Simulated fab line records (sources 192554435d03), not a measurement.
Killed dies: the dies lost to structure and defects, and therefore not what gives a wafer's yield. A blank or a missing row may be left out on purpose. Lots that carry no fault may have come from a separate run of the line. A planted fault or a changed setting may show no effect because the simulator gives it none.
Lot-split experiment | flow n5Finfet | route with 1938 steps; 7 lots, 21 wafers read

== SPLIT DETAILS ==
At N5_BEOL_M0_SAQP_SPACER1_ALD_98 (deposits SiO2, target thk 12.8 nm, pulse time 1 s, purge time 2 s), the setting aldCycles was moved away from the recipe's 138 on 7 of the 21 wafers read, by -9.4% to +15.2%. The other wafers ran this setting at the recipe's value.

== FROM THE SPLIT TO THE READING: what the file shows between them, 2 steps ==
- N5_BEOL_M0_SAQP_SPACER1_ETCHBACK_99: etches SiO2 in CHF3/O2, target depth 15.4 nm, time 7.7 s
- N5_BEOL_M0_SAQP_MANDREL1_REMOVE_100: chemistry HBr/Cl2/O2, target a-Si, stops on SiNx, bt time 10 s

== THE READING ==
cdNm (nm) at N5_BEOL_M0_SAQP_CD_MEAS_25, where the cd target is 13.1 nm. On this fab line, fault-free wafers typically give 12.90 nm with a standard deviation of 0.26 nm.

wafer  | tool, chamber at the split | aldCycles as run | against the recipe | cdNm, nm | against lot-mates on the recipe
L076.1 | aldSin-03, 3,1,2           | 138              | recipe             | 12.92    | -
L076.3 | aldSin-03, 3,1,2           | 138              | recipe             | 13.00    | -
L076.5 | aldSin-03, 3,1,2           | 138              | recipe             | 12.53    | -
L077.2 | aldSin-02, 2               | 130              | -5.8%              | 12.35    | -1.07
L077.3 | aldSin-02, 1               | 130              | -5.8%              | 12.15    | -1.27
L077.4 | aldSin-02, 3               | 138              | recipe             | 13.42    | -
L080.1 | aldSin-02, 2               | 138              | recipe             | 12.87    | -
L080.3 | aldSin-02, 3               | 157              | +13.8%             | 14.65    | +1.90
L080.6 | aldSin-02, 1               | 138              | recipe             | 12.63    | -
L085.1 | aldSin-03, 1,0,2           | 138              | recipe             | 12.64    | -
L085.3 | aldSin-03, 1,0,2           | 138              | recipe             | 12.93    | -
L085.6 | aldSin-03, 1,0,2           | 138              | recipe             | 12.73    | -
L088.2 | aldSin-02, 1               | 138              | recipe             | 13.11    | -
L088.4 | aldSin-02, 0               | 125              | -9.4%              | 11.76    | -1.35
L088.6 | aldSin-02, 0               | 125              | -9.4%              | 11.51    | -1.60
L093.3 | aldSin-03, 2               | 138              | recipe             | 12.46    | -
L093.4 | aldSin-03, 1               | 159              | +15.2%             | 14.49    | +2.03
L093.6 | aldSin-03, 1               | 159              | +15.2%             | 15.36    | +2.90
L095.1 | aldSin-02, 2,0,1           | 138              | recipe             | 12.64    | -
L095.2 | aldSin-02, 2,0,1           | 138              | recipe             | 12.61    | -
L095.4 | aldSin-02, 2,0,1           | 138              | recipe             | 13.09    | -
If several chambers appear in one row, that row covers several wafers at once and the file leaves open which wafer was in which chamber.

FIT RESULTS
A straight line over all 21 wafers: cdNm changes by +0.131 nm for each +1% of aldCycles; r = +0.96; the points scatter about the line by 0.28 nm.
The same after taking each lot's own level away (the mean of its wafers on the recipe; 21 wafers): +0.159 nm for each +1%; r = +0.98; scatter 0.23 nm.
That fit puts the effect of the largest move of aldCycles on the reading at 2.4 nm.
The lots' own levels span 12.460 to 13.420 nm, that is 3.7 times the standard deviation above.
In other words, the slope is changed by the lot-to-lot level; the two fits disagree.
Check: for one of the wafers moved furthest among these (+15.2%), held out of the fit, the line's prediction against its lot-mates is +2.54 nm. Against them it came out at +2.03 nm.

== THE WHOLE CHAIN: every reading that the file lists as answering this split, in the file's order ==
step                                | what it does                                                      | reading                                                                                    | change (the file's fit)               | r (the file's)
N5_BEOL_M0_SAQP_SPACER1_ALD_98      | deposits SiO2, target thk 12.8 nm, pulse time 1 s, purge time 2 s | SiO2_of_BEOL_M0_SAQP_SPACER1_ALD_98.thkNm (the simulator's own value, which no gauge read) | +0.127 nm for each +1% of the setting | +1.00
N5_BEOL_M0_SAQP_MANDREL1_REMOVE_100 | chemistry HBr/Cl2/O2, target a-Si, stops on SiNx, bt time 10 s    | BEOL_M0_SAQP.cdNm (the simulator's own value, which no gauge read)                         | +0.125 nm for each +1% of the setting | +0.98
N5_BEOL_M0_SAQP_CD_MEAS_25          | target cd 13.1 nm                                                 | cdNm                                                                                       | +0.155 nm for each +1% of the setting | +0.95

== FILE'S OWN FIT ==
cdNm changes by +0.155 nm for each +1% of aldCycles, r = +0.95.
